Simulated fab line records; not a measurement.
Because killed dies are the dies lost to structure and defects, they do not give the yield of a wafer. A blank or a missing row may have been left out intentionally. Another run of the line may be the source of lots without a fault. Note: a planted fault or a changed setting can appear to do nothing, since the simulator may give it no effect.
Which tool is to blame? | flow n5 finfet | 69 wafers from 23 lots sampled at 5 of the route's 1938 steps

WHAT THE GAUGES SHOWED, per wafer
N5_BEOL_M8_INSPECT_30: inspects for defects (brightfield). Usual: 387 for raw defect count, sd 84.
lot  | measured     | on                | raw defect count | flag
L074 | day 9 19:59  | defect inspect-02 | 428 333 388      |
L075 | day 10 02:08 | defect inspect-01 | 365 376 316      |
L077 | day 10 03:06 | defect inspect-02 | 332 416 355      |
L076 | day 10 06:34 | defect inspect-02 | 464 449 461      |
L079 | day 11 08:35 | defect inspect-01 | 315 339 406      |
L078 | day 11 08:37 | defect inspect-01 | 328 473 261      |
L082 | day 11 21:32 | defect inspect-01 | 397 494 359      |
L080 | day 11 21:34 | defect inspect-02 | 437 581 496      |
L081 | day 11 22:25 | defect inspect-01 | 294 295 321      |
L085 | day 12 07:12 | defect inspect-01 | 343 372 452      |
L083 | day 12 12:54 | defect inspect-02 | 455 466 313      |
L087 | day 12 16:54 | defect inspect-02 | 388 455 428      |
L084 | day 12 16:59 | defect inspect-01 | 361 407 482      |
L086 | day 12 18:40 | defect inspect-02 | 433 498 337      |
L089 | day 13 10:22 | defect inspect-01 | 341 420 381      |
L090 | day 14 00:55 | defect inspect-01 | 689 546 423      |
L092 | day 14 10:44 | defect inspect-02 | 433 568 509      |
L091 | day 14 10:54 | defect inspect-01 | 290 378 347      |
L093 | day 14 19:17 | defect inspect-02 | 453 415 453      |
L094 | day 15 02:37 | defect inspect-01 | 402 512 534      |
L097 | day 15 13:31 | defect inspect-02 | 246 263 281      |
L096 | day 15 17:50 | defect inspect-02 | 458 374 329      |
L095 | day 15 18:01 | defect inspect-02 | 444 328 507      |

N5_BEOL_M9_INSPECT_58: inspects for defects (darkfield). Usual: 65 for raw defect count, sd 17.
lot  | measured     | on                | raw defect count | flag
L074 | day 10 05:41 | defect inspect-02 | 53 45 40         |
L075 | day 10 11:49 | defect inspect-02 | 106 50 58        |
L077 | day 10 15:40 | defect inspect-02 | 70 85 66         |
L076 | day 10 19:14 | defect inspect-01 | 67 55 45         |
L079 | day 12 00:47 | defect inspect-02 | 35 59 39         |
L078 | day 12 01:26 | defect inspect-02 | 110 100 59       |
L082 | day 12 07:41 | defect inspect-01 | 102 54 74        |
L080 | day 12 10:52 | defect inspect-01 | 45 51 48         |
L081 | day 12 11:14 | defect inspect-02 | 92 73 62         |
L085 | day 12 19:18 | defect inspect-02 | 67 102 60        |
L083 | day 13 00:18 | defect inspect-02 | 52 48 53         |
L087 | day 13 04:55 | defect inspect-01 | 64 67 75         |
L084 | day 13 07:46 | defect inspect-01 | 47 37 52         |
L086 | day 13 07:41 | defect inspect-02 | 59 81 53         |
L089 | day 13 20:46 | defect inspect-02 | 49 69 64         |
L090 | day 14 13:26 | defect inspect-01 | 35 75 80         |
L092 | day 14 22:35 | defect inspect-02 | 74 57 75         |
L091 | day 14 22:49 | defect inspect-02 | 90 57 64         |
L093 | day 15 07:36 | defect inspect-02 | 58 61 67         |
L094 | day 15 16:08 | defect inspect-02 | 72 60 50         |
L097 | day 16 01:55 | defect inspect-01 | 54 117 74        |
L096 | day 16 06:32 | defect inspect-01 | 53 44 81         |
L095 | day 16 06:51 | defect inspect-02 | 92 68 65         |

EACH LOT AND THE TOOL THAT RAN IT (in order: tool; ch and the chambers of the sampled wafers; start)
lot  | N5_BEOL_M8_TRENCH_ETCH_37                     | N5_BEOL_M8_CMP_52             | N5_BEOL_M9_STRIP_36
L074 | rie diel-06 ch 0,1,3, day 9 22:50 or earlier  | cmp-03 ch 0,3, day 9 22:50    | rie diel-04 ch 1,2,3, day 10 03:09
L075 | rie diel-02 ch 0,1, day 10 05:10 or earlier   | cmp-04 ch 0,1,2, day 10 05:10 | rie diel-04 ch 1,2,3, day 10 08:50
L077 | rie diel-06 ch 0,1,2, day 10 07:14 or earlier | cmp-03 ch 0,1,3, day 10 07:14 | rie diel-05 ch 1,2,3, day 10 12:55
L076 | rie diel-03 ch 0,1, day 10 09:40 or earlier   | cmp-04 ch 1,2, day 10 09:40   | rie diel-05 ch 0,2,3, day 10 16:15
L079 | rie diel-06 ch 0,2,3, day 11 13:18 or earlier | cmp-04 ch 0,3, day 11 13:18   | rie diel-05 ch 0,1,2, day 11 21:49
L078 | rie diel-03 ch 0,3, day 11 13:39 or earlier   | cmp-01 ch 0,2,3, day 11 13:39 | rie diel-01 ch 1,3, day 11 22:14
L082 | rie diel-02 ch 1,2, day 12 00:06 or earlier   | cmp-01 ch 0,3, day 12 00:06   | rie diel-04 ch 1,2,3, day 12 04:53
L080 | rie diel-02 ch 0,1,3, day 12 02:26 or earlier | cmp-01 ch 0,1,2, day 12 02:26 | rie diel-01 ch 0,1,3, day 12 06:53
L081 | rie diel-06 ch 0,1,3, day 12 02:41 or earlier | cmp-04 ch 0,2,3, day 12 02:41 | rie diel-05 ch 0,2,3, day 12 07:22
L085 | rie diel-02 ch 0,1, day 12 10:55 or earlier   | cmp-04 ch 0,2, day 12 10:55   | rie diel-01 ch 0,1, day 12 15:05
L083 | rie diel-02 ch 0,2,3, day 12 15:31 or earlier | cmp-01 ch 1,2,3, day 12 15:31 | rie diel-01 ch 0,3, day 12 20:02
L087 | rie diel-02 ch 1,2, day 12 19:46 or earlier   | cmp-04 ch 0,1,3, day 12 19:46 | rie diel-05 ch 2,3, day 13 00:04
L084 | rie diel-03 ch 0,1, day 12 20:55 or earlier   | cmp-04 ch 1,2, day 12 20:55   | rie diel-04 ch 1,3, day 13 04:48
L086 | rie diel-06 ch 0,1,3, day 12 21:21 or earlier | cmp-01 ch 1,2,3, day 12 21:21 | rie diel-01 ch 1,3, day 13 04:38
L089 | rie diel-02 ch 0,2, day 13 13:22 or earlier   | cmp-04 ch 0,2,3, day 13 13:22 | rie diel-01 ch 0,2, day 13 17:38
L090 | rie diel-02 ch 1,3, day 14 04:40 or earlier   | cmp-04 ch 0,1,2, day 14 04:40 | rie diel-05 ch 0,3, day 14 10:52
L092 | rie diel-02 ch 0,2,3, day 14 13:21 or earlier | cmp-03 ch 0,2,3, day 14 13:21 | rie diel-04 ch 0,1,2, day 14 19:24
L091 | rie diel-06 ch 0,2,3, day 14 14:08 or earlier | cmp-03 ch 0,1,2, day 14 14:08 | rie diel-01 ch 0,2,3, day 14 19:36
L093 | rie diel-06 ch 0,1,2, day 14 23:36 or earlier | cmp-03 ch 0,2,3, day 14 23:36 | rie diel-01 ch 0,2,3, day 15 04:58
L094 | rie diel-03 ch 0,2,3, day 15 06:23 or earlier | cmp-03 ch 0,1, day 15 06:23   | rie diel-04 ch 0,1,3, day 15 13:43
L097 | rie diel-06 ch 2,3, day 15 15:53 or earlier   | cmp-01 ch 0,1, day 15 15:53   | rie diel-01 ch 2,3, day 15 22:49
L096 | rie diel-03 ch 1,2,3, day 15 20:47 or earlier | cmp-04 ch 1,2,3, day 15 20:47 | rie diel-01 ch 0,1,3, day 16 03:39
L095 | rie diel-03 ch 0,1,3, day 15 21:25 or earlier | cmp-01 ch 0,2,3, day 15 21:25 | rie diel-01 ch 0,1,2, day 16 04:05
- N5_BEOL_M8_TRENCH_ETCH_37: etches SiCOH lowk in C4F6/O2, target depth 93.478 nm, time 31.2 s.
- N5_BEOL_M8_CMP_52: polishes, stops on SiCOH lowk, t overpolish 6.9 s, target thk 80 nm.
- N5_BEOL_M9_STRIP_36: strips in N2/H2.

AS READ BY THE TOOLS THEMSELVES (means over the sampled wafers that have a number; for cases with no such wafer, the mark the record gives instead)
N5_BEOL_M8_TRENCH_ETCH_37. Usual: drypump motor current A 5.6 A, standard deviation 0.51; oes product au 0.77 a.u., standard deviation 0.052; rf vpp V 664 V, standard deviation 14; showerhead plenum p Torr 2.83 Torr, standard deviation 0.071; throttle valve pct 20.96 %, standard deviation 0.24.
lot  | tool        | drypump motor current A (A) | oes product au (a.u.) | rf vpp V (V) | showerhead plenum p Torr (Torr) | throttle valve pct (%) | flag
L074 | rie diel-06 | 5.9                         | 0.78                  | 669          | 2.80                            | 21.09                  |
L075 | rie diel-02 | 5.3                         | 0.75                  | 662          | 2.83                            | 21.13                  |
L077 | rie diel-06 | 5.5                         | 0.79                  | 669          | 2.76                            | 21.04                  |
L076 | rie diel-03 | 5.9                         | 0.85                  | 686          | 2.92                            | 20.60                  |
L079 | rie diel-06 | 6.1                         | 0.79                  | 663          | 2.81                            | 21.09                  |
L078 | rie diel-03 | 5.8                         | 0.76                  | 665          | 2.88                            | 20.56                  |
L082 | rie diel-02 | 5.1                         | 0.83                  | 656          | 2.79                            | 21.14                  |
L080 | rie diel-02 | 5.3                         | 0.75                  | 660          | 2.86                            | 21.09                  |
L081 | rie diel-06 | 5.9                         | 0.77                  | 669          | 2.79                            | 21.12                  |
L085 | rie diel-02 | 5.1                         | 0.76                  | 663          | 2.81                            | 21.15                  |
L083 | rie diel-02 | 5.3                         | 0.75                  | 651          | 2.85                            | 21.11                  |
L087 | rie diel-02 | 5.1                         | 0.83                  | 646          | 2.78                            | 21.16                  |
L084 | rie diel-03 | 5.9                         | 0.82                  | 685          | 2.91                            | 20.62                  |
L086 | rie diel-06 | 5.9                         | 0.77                  | 669          | 2.79                            | 21.14                  |
L089 | rie diel-02 | 5.2                         | 0.79                  | 646          | 2.79                            | 21.17                  |
L090 | rie diel-02 | 5.3                         | 0.74                  | 661          | 2.89                            | 21.06                  |
L092 | rie diel-02 | 5.3                         | 0.74                  | 652          | 2.84                            | 21.14                  |
L091 | rie diel-06 | 6.1                         | 0.77                  | 662          | 2.80                            | 21.12                  |
L093 | rie diel-06 | 5.5                         | 0.75                  | 669          | 2.74                            | 21.10                  |
L094 | rie diel-03 | 5.7                         | 0.76                  | 666          | 2.88                            | 20.57                  |
L097 | rie diel-06 | 6.2                         | 0.74                  | 666          | 2.82                            | 21.15                  |
L096 | rie diel-03 | 5.9                         | 0.77                  | 667          | 2.86                            | 20.70                  |
L095 | rie diel-03 | 5.9                         | 0.76                  | 674          | 2.88                            | 20.63                  |

N5_BEOL_M8_CMP_52. Usual: barrier field endpoint s 29.0 s, standard deviation 0.79; clearing platen down force psi 1.500 psi, standard deviation 0.003; edge zone pressure frac 0.999, standard deviation 0.0049; motor current A 6.0 A, standard deviation 0.93; overpolish run s 6.900 s, standard deviation 0.0082; retaining ring pressure frac 1.000, standard deviation 0.0049; time to endpoint s 63 s, standard deviation 3.6.
lot  | tool   | barrier field endpoint s (s) | clearing platen down force psi (psi) | edge zone pressure frac | motor current A (A) | overpolish run s (s) | retaining ring pressure frac | time to endpoint s (s) | flag
L074 | cmp-03 | 28.2                         | 1.500                                | 1.002                   | 5.7                 | 6.891                | 1.004                        | 57                     |
L075 | cmp-04 | 28.6                         | 1.498                                | 1.003                   | 5.2                 | 6.898                | 0.995                        | 66                     |
L077 | cmp-03 | 28.1                         | 1.499                                | 0.997                   | 6.1                 | 6.906                | 0.997                        | 60                     |
L076 | cmp-04 | 29.9                         | 1.499                                | 0.999                   | 5.3                 | 6.896                | 1.002                        | 67                     |
L079 | cmp-04 | 27.7                         | 1.496                                | 0.999                   | 5.8                 | 6.892                | 1.002                        | 61                     |
L078 | cmp-01 | 28.3                         | 1.498                                | 1.001                   | 6.9                 | 6.898                | 0.999                        | 62                     |
L082 | cmp-01 | 28.7                         | 1.500                                | 0.998                   | 6.5                 | 6.907                | 0.999                        | 61                     |
L080 | cmp-01 | 29.4                         | 1.499                                | 0.995                   | 7.2                 | 6.903                | 1.004                        | 62                     |
L081 | cmp-04 | 29.1                         | 1.502                                | 0.995                   | 5.5                 | 6.903                | 1.007                        | 64                     |
L085 | cmp-04 | 28.9                         | 1.495                                | 0.996                   | 5.3                 | 6.902                | 1.000                        | 66                     |
L083 | cmp-01 | 29.5                         | 1.502                                | 1.001                   | 7.3                 | 6.899                | 1.001                        | 65                     |
L087 | cmp-04 | 29.3                         | 1.502                                | 0.995                   | 5.7                 | 6.897                | 0.998                        | 62                     |
L084 | cmp-04 | 30.0                         | 1.498                                | 0.997                   | 5.1                 | 6.899                | 0.997                        | 68                     |
L086 | cmp-01 | 29.0                         | 1.503                                | 0.998                   | 7.2                 | 6.901                | 1.000                        | 66                     |
L089 | cmp-04 | 28.0                         | 1.501                                | 1.001                   | 5.7                 | 6.897                | 0.998                        | 63                     |
L090 | cmp-04 | 29.9                         | 1.502                                | 1.002                   | 5.0                 | 6.903                | 0.997                        | 67                     |
L092 | cmp-03 | 29.0                         | 1.502                                | 1.000                   | 5.5                 | 6.896                | 1.003                        | 62                     |
L091 | cmp-03 | 29.9                         | 1.502                                | 1.003                   | 5.4                 | 6.891                | 1.000                        | 67                     |
L093 | cmp-03 | 29.3                         | 1.499                                | 0.994                   | 5.4                 | 6.907                | 1.002                        | 64                     |
L094 | cmp-03 | 30.0                         | 1.503                                | 1.000                   | 5.5                 | 6.903                | 0.999                        | 64                     |
L097 | cmp-01 | 28.7                         | 1.502                                | 0.999                   | 7.0                 | 6.899                | 0.999                        | 61                     |
L096 | cmp-04 | 28.7                         | 1.499                                | 1.002                   | 5.6                 | 6.904                | 0.999                        | 66                     |
L095 | cmp-01 | 29.0                         | 1.500                                | 0.998                   | 6.9                 | 6.903                | 0.997                        | 61                     |

N5_BEOL_M9_STRIP_36. Usual: drypump motor current A 5.6 A, standard deviation 0.31; oes product au 0.78 a.u., standard deviation 0.097; rf vpp V 59.1 V, standard deviation 1.5; showerhead plenum p Torr 2.52 Torr, standard deviation 0.067; temp c 40.02 C, standard deviation 0.11; throttle valve pct 23.52 %, standard deviation 0.13.
lot  | tool        | drypump motor current A (A) | oes product au (a.u.) | rf vpp V (V) | showerhead plenum p Torr (Torr) | temp c (C) | throttle valve pct (%) | flag
L074 | rie diel-04 | 6.1                         | 0.84                  | 59.3         | 2.56                            | 39.97      | 23.47                  |
L075 | rie diel-04 | 6.1                         | 0.83                  | 60.0         | 2.56                            | 39.96      | 23.48                  |
L077 | rie diel-05 | 5.6                         | 0.70                  | 57.9         | 2.52                            | 40.15      | 23.48                  |
L076 | rie diel-05 | 5.6                         | 0.75                  | 59.5         | 2.57                            | 39.96      | 23.51                  |
L079 | rie diel-05 | 5.5                         | 0.77                  | 59.3         | 2.58                            | 40.16      | 23.50                  |
L078 | rie diel-01 | 5.7                         | 0.71                  | 59.2         | 2.46                            | 40.02      | 23.55                  |
L082 | rie diel-04 | 6.1                         | 0.80                  | 60.8         | 2.56                            | 40.01      | 23.49                  |
L080 | rie diel-01 | 5.5                         | 0.73                  | 59.8         | 2.50                            | 39.99      | 23.53                  |
L081 | rie diel-05 | 5.6                         | 0.75                  | 60.0         | 2.56                            | 40.07      | 23.53                  |
L085 | rie diel-01 | 5.4                         | 0.73                  | 58.3         | 2.53                            | 40.08      | 23.49                  |
L083 | rie diel-01 | 5.6                         | 0.73                  | 58.9         | 2.46                            | 39.92      | 23.57                  |
L087 | rie diel-05 | 5.8                         | 0.69                  | 58.8         | 2.50                            | 40.00      | 23.56                  |
L084 | rie diel-04 | 6.2                         | 0.97                  | 59.4         | 2.59                            | 39.87      | 23.41                  |
L086 | rie diel-01 | 5.6                         | 0.70                  | 57.9         | 2.45                            | 39.94      | 23.56                  |
L089 | rie diel-01 | 5.4                         | 0.91                  | 60.1         | 2.51                            | 40.01      | 23.62                  |
L090 | rie diel-05 | 5.5                         | 0.78                  | 60.2         | 2.63                            | 40.08      | 23.51                  |
L092 | rie diel-04 | 6.0                         | 0.88                  | 59.3         | 2.55                            | 40.01      | 23.37                  |
L091 | rie diel-01 | 5.5                         | 0.79                  | 58.6         | 2.48                            | 40.02      | 23.62                  |
L093 | rie diel-01 | 5.5                         | 0.79                  | 61.1         | 2.48                            | 39.94      | 23.62                  |
L094 | rie diel-04 | 6.0                         | 0.89                  | 59.2         | 2.59                            | 40.06      | 23.51                  |
L097 | rie diel-01 | 5.5                         | 0.83                  | 58.2         | 2.46                            | 39.97      | 23.71                  |
L096 | rie diel-01 | 5.5                         | 0.71                  | 59.7         | 2.48                            | 40.02      | 23.56                  |
L095 | rie diel-01 | 5.4                         | 0.78                  | 59.0         | 2.51                            | 40.07      | 23.58                  |

THE ANSWER, worked out from the rows above alone
Rule: take the mean of a lot's wafers that have a number; if it is more than 3 standard deviations from the usual mean, the lot is off. A lot without any number at a reading at which 4 lots or more have one is off too. Where the step has rows for the other lots, those lots are counted as sound. Order of review: gauges by route order, followed by the tools' own readings, for which a lot's mean as printed above is used. The first step at which some lot is off is used, and at that step the reading that is off furthest; a lot without a number counts as furthest.
No lot is off on any of the readings shown, so nothing can be concluded from this.

WHAT WAS PUT IN BY THE SIMULATOR
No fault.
